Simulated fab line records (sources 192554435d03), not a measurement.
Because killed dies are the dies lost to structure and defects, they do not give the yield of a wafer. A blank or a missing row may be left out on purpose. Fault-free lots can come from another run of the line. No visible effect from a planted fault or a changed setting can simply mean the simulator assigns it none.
fab line records :: flow n5_finfet :: part 2 of 2: steps 19 to 28 of 28
record:
  lots: 5
  wafers: 15
  last_day: 17
route steps=1938 shown BEOL_M9@1436
lots that met no fault: from a run of the same line without faults
start_h: start of the lot's first displayed wafer, in hours after the record's first day :: wait_h: hours since the lot's step before :: " unchanged from the row above :: L1.1+2: a row that stands for several wafers :: - no value, or no start was given :: * or withheld: withheld :: < > ~ a bound
route shown NAME@n: names a module that has steps shown in the file, with the first one's number in the route :: usual: mean and standard deviation over wafers with no fault :: same: alike in all rows :: chamber/n: place in a boat :: sites: each site's reading :: _std_site: the values' standard deviation :: _edge_site: inner sites' mean taken away from outer sites' mean :: radius_mm: how far each site lies from the wafer's centre :: mask NAME#n: copy n :: behind: tool/chamber where the wafer was last shaped :: hold: the reason the lot was held/the length of the hold in hours/how it ended :: device: the transistor (n, p or np) that didn't switch :: end of line: the tests these same wafers got at the end of their route :: a step given without rows: its recipe and nothing more :: killed: dies that structure and defects cost at the first sort, which is not the same as the wafer's yield :: map: dies across one wafer; x = killed, . = not, _ = none there
set.NAME: the setting as run; set.NAME@STEP: as run at that earlier step :: model.NAME: the simulator's own value behind a step, which no gauge read
lots at some steps of the route; a table a step, a row a wafer
services: the hour from which a tool's chamber was out of use, counted from the record's first day as start_h (under 0 if before that day), plus the number of hours and why
== steps ==
step: N5_BEOL_M9_CD_MEAS_35
recipe:
  target_cd_nm: 70
  target_cd_y_nm: 40
  polarity: opening
usual:
  cd_nm: 70.0/0.65
lot.wafer: L074.1
tool: cd_sem-02
chamber: -
start_h: 204.33
wait_h: 0.0
cd_nm: 69.8

lot.wafer: L074.4
tool: cd_sem-02
chamber: -
start_h: 204.33
wait_h: 0.0
cd_nm: 69.1

lot.wafer: L074.5
tool: cd_sem-02
chamber: -
start_h: 204.33
wait_h: 0.0
cd_nm: 69.6

lot.wafer: L082.3
tool: cd_sem-03
chamber: -
start_h: 241.95
wait_h: 0.0
cd_nm: 69.4

lot.wafer: L082.5
tool: cd_sem-03
chamber: -
start_h: 241.95
wait_h: 0.0
cd_nm: 70.9

lot.wafer: L082.6
tool: cd_sem-03
chamber: -
start_h: 241.95
wait_h: 0.0
cd_nm: 71.1

lot.wafer: L080.3
tool: cd_sem-01
chamber: -
start_h: 249.23
wait_h: 0.0
cd_nm: 69.9

lot.wafer: L080.4
tool: cd_sem-01
chamber: -
start_h: 249.23
wait_h: 0.0
cd_nm: 70.4

lot.wafer: L080.5
tool: cd_sem-01
chamber: -
start_h: 249.23
wait_h: 0.0
cd_nm: 70.0

lot.wafer: L092.1
tool: cd_sem-02
chamber: -
start_h: 323.84
wait_h: 0.0
cd_nm: 69.4

lot.wafer: L092.2
tool: cd_sem-02
chamber: -
start_h: 323.84
wait_h: 0.0
cd_nm: 70.7

lot.wafer: L092.4
tool: cd_sem-02
chamber: -
start_h: 323.84
wait_h: 0.0
cd_nm: 69.6

lot.wafer: L096.3
tool: cd_sem-02
chamber: -
start_h: 346.74
wait_h: 0.0
cd_nm: 69.9

lot.wafer: L096.5
tool: cd_sem-02
chamber: -
start_h: 346.74
wait_h: 0.0
cd_nm: 70.0

lot.wafer: L096.6
tool: cd_sem-02
chamber: -
start_h: 346.74
wait_h: 0.0
cd_nm: 71.7
step: N5_BEOL_M9_CURE_72
recipe:
  temp_c: 370
  time_s: 120
  ambient: DMADMS/He
  material: SiCOH_lowk
usual:
  lamp_power_pct: 52.31/0.051
  wafer_temp_C_max: 371.6/0.63
lot.wafer: L074.1
tool: uv_cure-03
chamber: 2
start_h: 204.37
wait_h: 0.0
lamp_power_pct: 52.29
wafer_temp_C_max: 371.2

lot.wafer: L074.4
tool: uv_cure-03
chamber: 2
start_h: 204.37
wait_h: 0.0
lamp_power_pct: 52.38
wafer_temp_C_max: 371.2

lot.wafer: L074.5
tool: uv_cure-03
chamber: 2
start_h: 204.37
wait_h: 0.0
lamp_power_pct: 52.35
wafer_temp_C_max: 371.0

lot.wafer: L082.3
tool: uv_cure-03
chamber: 2
start_h: 242.18
wait_h: 0.2
lamp_power_pct: 52.33
wafer_temp_C_max: 371.2

lot.wafer: L082.5
tool: uv_cure-03
chamber: 2
start_h: 242.18
wait_h: 0.2
lamp_power_pct: 52.31
wafer_temp_C_max: 371.2

lot.wafer: L082.6
tool: uv_cure-03
chamber: 2
start_h: 242.18
wait_h: 0.2
lamp_power_pct: 52.37
wafer_temp_C_max: 371.2

lot.wafer: L080.3
tool: uv_cure-01
chamber: 1
start_h: 249.37
wait_h: 0.1
lamp_power_pct: 52.25
wafer_temp_C_max: 371.4

lot.wafer: L080.4
tool: uv_cure-01
chamber: 1
start_h: 249.37
wait_h: 0.1
lamp_power_pct: 52.26
wafer_temp_C_max: 371.4

lot.wafer: L080.5
tool: uv_cure-01
chamber: 1
start_h: 249.37
wait_h: 0.1
lamp_power_pct: 52.22
wafer_temp_C_max: 371.5

lot.wafer: L092.1
tool: uv_cure-01
chamber: 0
start_h: 323.88
wait_h: 0.0
lamp_power_pct: 52.34
wafer_temp_C_max: 372.1

lot.wafer: L092.2
tool: uv_cure-01
chamber: 0
start_h: 323.88
wait_h: 0.0
lamp_power_pct: 52.30
wafer_temp_C_max: 371.9

lot.wafer: L092.4
tool: uv_cure-01
chamber: 0
start_h: 323.88
wait_h: 0.0
lamp_power_pct: 52.40
wafer_temp_C_max: 372.0

lot.wafer: L096.3
tool: uv_cure-02
chamber: 1
start_h: 346.98
wait_h: 0.2
lamp_power_pct: 52.26
wafer_temp_C_max: 371.5

lot.wafer: L096.5
tool: uv_cure-02
chamber: 1
start_h: 346.98
wait_h: 0.2
lamp_power_pct: 52.34
wafer_temp_C_max: 373.1

lot.wafer: L096.6
tool: uv_cure-02
chamber: 1
start_h: 346.98
wait_h: 0.2
lamp_power_pct: 52.33
wafer_temp_C_max: 372.6
step: N5_BEOL_M9_DEGAS_44
recipe:
  ambient: vacuum
  temp_c: 250
  time_s: 60
usual:
  heater_power_w: 321/29
lot.wafer: L074.1
tool: pvd_sputter-03
chamber: -
start_h: 204.86
wait_h: 0.4
heater_power_w: 334

lot.wafer: L074.4
tool: pvd_sputter-03
chamber: -
start_h: 204.86
wait_h: 0.4
heater_power_w: 303

lot.wafer: L074.5
tool: pvd_sputter-03
chamber: -
start_h: 204.86
wait_h: 0.4
heater_power_w: 291

lot.wafer: L082.3
tool: pvd_sputter-03
chamber: -
start_h: 243.01
wait_h: 0.7
heater_power_w: 304

lot.wafer: L082.5
tool: pvd_sputter-03
chamber: -
start_h: 243.01
wait_h: 0.7
heater_power_w: 297

lot.wafer: L082.6
tool: pvd_sputter-03
chamber: -
start_h: 243.01
wait_h: 0.7
heater_power_w: 309

lot.wafer: L080.3
tool: pvd_sputter-03
chamber: -
start_h: 249.59
wait_h: 0.2
heater_power_w: 294

lot.wafer: L080.4
tool: pvd_sputter-03
chamber: -
start_h: 249.59
wait_h: 0.2
heater_power_w: 300

lot.wafer: L080.5
tool: pvd_sputter-03
chamber: -
start_h: 249.59
wait_h: 0.2
heater_power_w: 304

lot.wafer: L092.1
tool: pvd_sputter-03
chamber: -
start_h: 324.31
wait_h: 0.4
heater_power_w: 296

lot.wafer: L092.2
tool: pvd_sputter-03
chamber: -
start_h: 324.31
wait_h: 0.4
heater_power_w: 309

lot.wafer: L092.4
tool: pvd_sputter-03
chamber: -
start_h: 324.31
wait_h: 0.4
heater_power_w: 303

lot.wafer: L096.3
tool: pvd_sputter-01
chamber: -
start_h: 347.71
wait_h: 0.6
heater_power_w: 352

lot.wafer: L096.5
tool: pvd_sputter-01
chamber: -
start_h: 347.71
wait_h: 0.6
heater_power_w: 330

lot.wafer: L096.6
tool: pvd_sputter-01
chamber: -
start_h: 347.71
wait_h: 0.6
heater_power_w: 283
step: N5_BEOL_M9_PRE_CLEAN_45
recipe:
  gas: H2/He
  time_s: 30
  temp_c: 250
usual:
  heater_power_w: 322/29
lot.wafer: L074.1
tool: pvd_sputter-03
chamber: -
start_h: 204.90
wait_h: 0.0
heater_power_w: 338

lot.wafer: L074.4
tool: pvd_sputter-03
chamber: -
start_h: 204.90
wait_h: 0.0
heater_power_w: 298

lot.wafer: L074.5
tool: pvd_sputter-03
chamber: -
start_h: 204.90
wait_h: 0.0
heater_power_w: 303

lot.wafer: L082.3
tool: pvd_sputter-03
chamber: -
start_h: 243.05
wait_h: 0.0
heater_power_w: 299

lot.wafer: L082.5
tool: pvd_sputter-03
chamber: -
start_h: 243.05
wait_h: 0.0
heater_power_w: 297

lot.wafer: L082.6
tool: pvd_sputter-03
chamber: -
start_h: 243.05
wait_h: 0.0
heater_power_w: 302

lot.wafer: L080.3
tool: pvd_sputter-03
chamber: -
start_h: 249.63
wait_h: 0.0
heater_power_w: 292

lot.wafer: L080.4
tool: pvd_sputter-03
chamber: -
start_h: 249.63
wait_h: 0.0
heater_power_w: 304

lot.wafer: L080.5
tool: pvd_sputter-03
chamber: -
start_h: 249.63
wait_h: 0.0
heater_power_w: 297

lot.wafer: L092.1
tool: pvd_sputter-03
chamber: -
start_h: 324.35
wait_h: 0.0
heater_power_w: 293

lot.wafer: L092.2
tool: pvd_sputter-03
chamber: -
start_h: 324.35
wait_h: 0.0
heater_power_w: 298

lot.wafer: L092.4
tool: pvd_sputter-03
chamber: -
start_h: 324.35
wait_h: 0.0
heater_power_w: 305

lot.wafer: L096.3
tool: pvd_sputter-01
chamber: -
start_h: 347.75
wait_h: 0.0
heater_power_w: 348

lot.wafer: L096.5
tool: pvd_sputter-01
chamber: -
start_h: 347.75
wait_h: 0.0
heater_power_w: 339

lot.wafer: L096.6
tool: pvd_sputter-01
chamber: -
start_h: 347.75
wait_h: 0.0
heater_power_w: 288
step: N5_BEOL_M9_ALD_74
recipe:
  material: TaN
  target_thk_a: 20
  temp_c: 275
  ald_precursor_family: PDMAT
  ald_co_reactant: NH3
  pressure_torr: 3
  carrier_flow_sccm: 1500
  pulse_time_s: 2
  purge_time_s: 3
  co_reactant_purge_time_s: 2
  co_reactant_pulse_time_s: 3
  ald_cycles: 40
  precursor_vessel_temp_c: 75
  precursor_vessel_pressure_torr: 26.25
  precursor_vessel_carrier_sccm: 1000
usual:
  heater_power_outer_w: 219/16
  heater_power_w: 398/30
  mfc_carrier_sccm: 1500/4.4
same:
  co_reactant_purge_time_s: 2
lot.wafer: L074.1
tool: ald_metal-04
chamber: 0
start_h: 205.02
wait_h: 0.1
heater_power_outer_w: 204
heater_power_w: 388
mfc_carrier_sccm: 1498

lot.wafer: L074.4
tool: ald_metal-04
chamber: 2
start_h: 205.02
wait_h: 0.1
heater_power_outer_w: 238
heater_power_w: 392
mfc_carrier_sccm: 1496

lot.wafer: L074.5
tool: ald_metal-04
chamber: 1
start_h: 205.02
wait_h: 0.1
heater_power_outer_w: 228
heater_power_w: 425
mfc_carrier_sccm: 1505

lot.wafer: L082.3
tool: ald_metal-04
chamber: 2
start_h: 243.13
wait_h: 0.1
heater_power_outer_w: 229
heater_power_w: 407
mfc_carrier_sccm: 1496

lot.wafer: L082.5
tool: ald_metal-04
chamber: 2
start_h: 243.13
wait_h: 0.1
heater_power_outer_w: 227
heater_power_w: 406
mfc_carrier_sccm: 1497

lot.wafer: L082.6
tool: ald_metal-04
chamber: 3
start_h: 243.13
wait_h: 0.1
heater_power_outer_w: 233
heater_power_w: 450
mfc_carrier_sccm: 1499

lot.wafer: L080.3
tool: ald_metal-02
chamber: 2
start_h: 249.69
wait_h: 0.0
heater_power_outer_w: 206
heater_power_w: 386
mfc_carrier_sccm: 1496

lot.wafer: L080.4
tool: ald_metal-02
chamber: 0
start_h: 249.69
wait_h: 0.0
heater_power_outer_w: 212
heater_power_w: 404
mfc_carrier_sccm: 1498

lot.wafer: L080.5
tool: ald_metal-02
chamber: 2
start_h: 249.69
wait_h: 0.0
heater_power_outer_w: 212
heater_power_w: 390
mfc_carrier_sccm: 1503

lot.wafer: L092.1
tool: ald_metal-02
chamber: 1
start_h: 324.42
wait_h: 0.1
heater_power_outer_w: 238
heater_power_w: 384
mfc_carrier_sccm: 1501

lot.wafer: L092.2
tool: ald_metal-02
chamber: 3
start_h: 324.42
wait_h: 0.1
heater_power_outer_w: 235
heater_power_w: 407
mfc_carrier_sccm: 1501

lot.wafer: L092.4
tool: ald_metal-02
chamber: 2
start_h: 324.42
wait_h: 0.1
heater_power_outer_w: 204
heater_power_w: 392
mfc_carrier_sccm: 1499

lot.wafer: L096.3
tool: ald_metal-04
chamber: 2
start_h: 347.83
wait_h: 0.1
heater_power_outer_w: 232
heater_power_w: 398
mfc_carrier_sccm: 1491

lot.wafer: L096.5
tool: ald_metal-04
chamber: 0
start_h: 347.83
wait_h: 0.1
heater_power_outer_w: 209
heater_power_w: 386
mfc_carrier_sccm: 1501

lot.wafer: L096.6
tool: ald_metal-04
chamber: 1
start_h: 347.83
wait_h: 0.1
heater_power_outer_w: 234
heater_power_w: 429
mfc_carrier_sccm: 1505
step: N5_BEOL_M9_SURFACE_TREAT_79
recipe:
  gas: Ar
  time_s: *
  ion_energy_ev: *
  ion_current_ma_cm2: 0.5
  pressure_mtorr: *
  ar_flow_sccm: 30
usual:
  throttle_valve_pct: *
lot.wafer: L074.1
tool: pvd_sputter-02
chamber: -
start_h: 205.77
wait_h: 0.6
throttle_valve_pct: *

lot.wafer: L074.4
tool: pvd_sputter-02
chamber: -
start_h: 205.77
wait_h: 0.6
throttle_valve_pct: *

lot.wafer: L074.5
tool: pvd_sputter-02
chamber: -
start_h: 205.77
wait_h: 0.6
throttle_valve_pct: *

lot.wafer: L082.3
tool: pvd_sputter-02
chamber: -
start_h: 243.93
wait_h: 0.7
throttle_valve_pct: *

lot.wafer: L082.5
tool: pvd_sputter-02
chamber: -
start_h: 243.93
wait_h: 0.7
throttle_valve_pct: *

lot.wafer: L082.6
tool: pvd_sputter-02
chamber: -
start_h: 243.93
wait_h: 0.7
throttle_valve_pct: *

lot.wafer: L080.3
tool: pvd_sputter-01
chamber: -
start_h: 249.97
wait_h: 0.2
throttle_valve_pct: *

lot.wafer: L080.4
tool: pvd_sputter-01
chamber: -
start_h: 249.97
wait_h: 0.2
throttle_valve_pct: *

lot.wafer: L080.5
tool: pvd_sputter-01
chamber: -
start_h: 249.97
wait_h: 0.2
throttle_valve_pct: *

lot.wafer: L092.1
tool: pvd_sputter-03
chamber: -
start_h: 324.71
wait_h: 0.2
throttle_valve_pct: *

lot.wafer: L092.2
tool: pvd_sputter-03
chamber: -
start_h: 324.71
wait_h: 0.2
throttle_valve_pct: *

lot.wafer: L092.4
tool: pvd_sputter-03
chamber: -
start_h: 324.71
wait_h: 0.2
throttle_valve_pct: *

lot.wafer: L096.3
tool: pvd_sputter-01
chamber: -
start_h: 348.21
wait_h: 0.2
throttle_valve_pct: *

lot.wafer: L096.5
tool: pvd_sputter-01
chamber: -
start_h: 348.21
wait_h: 0.2
throttle_valve_pct: *

lot.wafer: L096.6
tool: pvd_sputter-01
chamber: -
start_h: 348.21
wait_h: 0.2
throttle_valve_pct: *
step: N5_BEOL_M9_CVD_78
recipe:
  material: Co
  target_thk_a: 20
  temp_c: withheld
  precursor: CCTBA/H2
  pressure_torr: 30
  time_s: 138.9
lot.wafer: L074.1+4+5
tool: cvd_co-02
chamber: 0,1,0
start_h: 205.83
wait_h: 0.0

lot.wafer: L082.3+5+6
tool: cvd_co-01
chamber: 2,1,2
start_h: 243.99
wait_h: 0.0

lot.wafer: L080.3+4+5
tool: cvd_co-02
chamber: 2,0,2
start_h: 250.03
wait_h: 0.0

lot.wafer: L092.1+2+4
tool: cvd_co-02
chamber: 0,1,2
start_h: 324.77
wait_h: 0.0

lot.wafer: L096.3+5+6
tool: cvd_co-01
chamber: 0,2,0
start_h: 348.58
wait_h: 0.4
step: N5_BEOL_M9_SPUTTER_48
recipe:
  material: Cu
  target_thk_a: 120
  temp_c: -20
  bias_v: 60
  power_w: 26000
  chamber_pressure_pa: 0.13
  time_s: 2
usual:
  throttle_valve_pct: 30.0/1
lot.wafer: L074.1
tool: pvd_sputter-03
chamber: -
start_h: 206.22
wait_h: 0.3
throttle_valve_pct: 30.1

lot.wafer: L074.4
tool: pvd_sputter-03
chamber: -
start_h: 206.22
wait_h: 0.3
throttle_valve_pct: 28.6

lot.wafer: L074.5
tool: pvd_sputter-03
chamber: -
start_h: 206.22
wait_h: 0.3
throttle_valve_pct: 29.9

lot.wafer: L082.3
tool: pvd_sputter-01
chamber: -
start_h: 244.14
wait_h: 0.1
throttle_valve_pct: 31.5

lot.wafer: L082.5
tool: pvd_sputter-01
chamber: -
start_h: 244.14
wait_h: 0.1
throttle_valve_pct: 31.3

lot.wafer: L082.6
tool: pvd_sputter-01
chamber: -
start_h: 244.14
wait_h: 0.1
throttle_valve_pct: 30.3

lot.wafer: L080.3
tool: pvd_sputter-03
chamber: -
start_h: 250.15
wait_h: 0.1
throttle_valve_pct: 29.7

lot.wafer: L080.4
tool: pvd_sputter-03
chamber: -
start_h: 250.15
wait_h: 0.1
throttle_valve_pct: 29.3

lot.wafer: L080.5
tool: pvd_sputter-03
chamber: -
start_h: 250.15
wait_h: 0.1
throttle_valve_pct: 29.7

lot.wafer: L092.1
tool: pvd_sputter-01
chamber: -
start_h: 324.88
wait_h: 0.1
throttle_valve_pct: 31.4

lot.wafer: L092.2
tool: pvd_sputter-01
chamber: -
start_h: 324.88
wait_h: 0.1
throttle_valve_pct: 31.6

lot.wafer: L092.4
tool: pvd_sputter-01
chamber: -
start_h: 324.88
wait_h: 0.1
throttle_valve_pct: 28.5

lot.wafer: L096.3
tool: pvd_sputter-02
chamber: -
start_h: 350.18
wait_h: 1.6
throttle_valve_pct: 31.2

lot.wafer: L096.5
tool: pvd_sputter-02
chamber: -
start_h: 350.18
wait_h: 1.6
throttle_valve_pct: 30.4

lot.wafer: L096.6
tool: pvd_sputter-02
chamber: -
start_h: 350.18
wait_h: 1.6
throttle_valve_pct: 29.3
step: N5_BEOL_M9_ECD_50
recipe:
  material: Cu
  target_thk_a: 3180
lot.wafer: L074.1+4+5
tool: ecd_cu-01
chamber: 0,1,1
start_h: 206.48
wait_h: 0.2

lot.wafer: L082.3+5+6
tool: ecd_cu-02
chamber: 0,1,0
start_h: 244.28
wait_h: 0.1

lot.wafer: L080.3+4+5
tool: ecd_cu-02
chamber: 0,1,0
start_h: 250.30
wait_h: 0.1

lot.wafer: L092.1+2+4
tool: ecd_cu-01
chamber: 1,0,0
start_h: 325.00
wait_h: 0.1

lot.wafer: L096.3+5+6
tool: ecd_cu-02
chamber: 1,1,0
start_h: 350.33
wait_h: 0.1
step: N5_BEOL_M9_ANNEAL_51
recipe:
  temp_c: 225
  time_s: 90
  ambient: N2
usual:
  anneal_temp_c: 225.01/0.16
  wafer_temp_C_max: 225.95/0.22
lot.wafer: L074.1
tool: rtp_anneal-02
chamber: 0
start_h: 206.90
wait_h: 0.4
anneal_temp_c: 225.03
wafer_temp_C_max: 225.92

lot.wafer: L074.4
tool: rtp_anneal-02
chamber: 0
start_h: 206.90
wait_h: 0.4
anneal_temp_c: 225.00
wafer_temp_C_max: 225.71

lot.wafer: L074.5
tool: rtp_anneal-02
chamber: 0
start_h: 206.90
wait_h: 0.4
anneal_temp_c: 225.27
wafer_temp_C_max: 225.97

lot.wafer: L082.3
tool: rtp_anneal-01
chamber: 0
start_h: 244.45
wait_h: 0.1
anneal_temp_c: 224.61
wafer_temp_C_max: 226.36

lot.wafer: L082.5
tool: rtp_anneal-01
chamber: 0
start_h: 244.45
wait_h: 0.1
anneal_temp_c: 224.71
wafer_temp_C_max: 226.24

lot.wafer: L082.6
tool: rtp_anneal-01
chamber: 0
start_h: 244.45
wait_h: 0.1
anneal_temp_c: 224.79
wafer_temp_C_max: 226.22

lot.wafer: L080.3
tool: rtp_anneal-02
chamber: 0
start_h: 250.86
wait_h: 0.5
anneal_temp_c: 224.98
wafer_temp_C_max: 225.64

lot.wafer: L080.4
tool: rtp_anneal-02
chamber: 0
start_h: 250.86
wait_h: 0.5
anneal_temp_c: 224.90
wafer_temp_C_max: 225.68

lot.wafer: L080.5
tool: rtp_anneal-02
chamber: 0
start_h: 250.86
wait_h: 0.5
anneal_temp_c: 225.03
wafer_temp_C_max: 225.87

lot.wafer: L092.1
tool: rtp_anneal-02
chamber: 0
start_h: 325.23
wait_h: 0.2
anneal_temp_c: 225.44
wafer_temp_C_max: 225.51

lot.wafer: L092.2
tool: rtp_anneal-02
chamber: 0
start_h: 325.23
wait_h: 0.2
anneal_temp_c: 224.94
wafer_temp_C_max: 225.87

lot.wafer: L092.4
tool: rtp_anneal-02
chamber: 0
start_h: 325.23
wait_h: 0.2
anneal_temp_c: 225.16
wafer_temp_C_max: 225.72

lot.wafer: L096.3
tool: rtp_anneal-01
chamber: 0
start_h: 350.50
wait_h: 0.1
anneal_temp_c: 224.99
wafer_temp_C_max: 225.83

lot.wafer: L096.5
tool: rtp_anneal-01
chamber: 0
start_h: 350.50
wait_h: 0.1
anneal_temp_c: 224.93
wafer_temp_C_max: 226.08

lot.wafer: L096.6
tool: rtp_anneal-01
chamber: 0
start_h: 350.50
wait_h: 0.1
anneal_temp_c: 224.97
wafer_temp_C_max: 226.02
== services ==
tool: rie_diel-04
chamber: 1
start_h: 179.78
hours: 2.1
kind: repair

tool: cvd_co-01
chamber: -
start_h: 210.25
hours: 2.8
kind: pm

tool: uv_cure-01
chamber: -
start_h: 212.44
hours: 24.9
kind: pm

tool: cvd_co-02
chamber: -
start_h: 231.13
hours: 0.6
kind: repair

tool: rie_diel-03
chamber: 1
start_h: 231.32
hours: 3.0
kind: repair

tool: uv_cure-01
chamber: -
start_h: 237.34
hours: 5.0
kind: pm

tool: rie_diel-06
chamber: 2
start_h: 238.25
hours: 3.6
kind: repair

tool: uv_cure-01
chamber: -
start_h: 244.91
hours: 2.1
kind: pm

tool: cvd_co-02
chamber: 1
start_h: 245.07
hours: 4.7
kind: repair

tool: rie_diel-04
chamber: -
start_h: 275.75
hours: 2.8
kind: pm

tool: uv_cure-01
chamber: -
start_h: 288.05
hours: 2.8
kind: pm

tool: cvd_co-01
chamber: 2
start_h: 290.36
hours: 7.1
kind: repair

tool: pvd_sputter-03
chamber: -
start_h: 291.12
hours: 9.5
kind: repair

tool: cvd_co-01
chamber: -
start_h: 291.70
hours: 28.1
kind: pm

tool: rie_diel-03
chamber: 0
start_h: 295.00
hours: 6.5
kind: repair

tool: rtp_anneal-02
chamber: -
start_h: 295.23
hours: 1.1
kind: pm

tool: wet_bench-05
chamber: -
start_h: 309.08
hours: 3.4
kind: repair

tool: cvd_co-02
chamber: -
start_h: 310.23
hours: 1.4
kind: repair

tool: rie_diel-06
chamber: 2
start_h: 321.04
hours: 7.1
kind: repair

tool: ald_metal-02
chamber: -
start_h: 322.74
hours: 0.6
kind: repair

tool: ald_metal-04
chamber: 1
start_h: 323.79
hours: 12.1
kind: repair

tool: ecd_cu-02
chamber: -
start_h: 327.21
hours: 0.4
kind: repair

tool: ald_metal-02
chamber: -
start_h: 337.25
hours: 14.0
kind: pm

tool: ecd_cu-02
chamber: -
start_h: 342.15
hours: 0.8
kind: repair
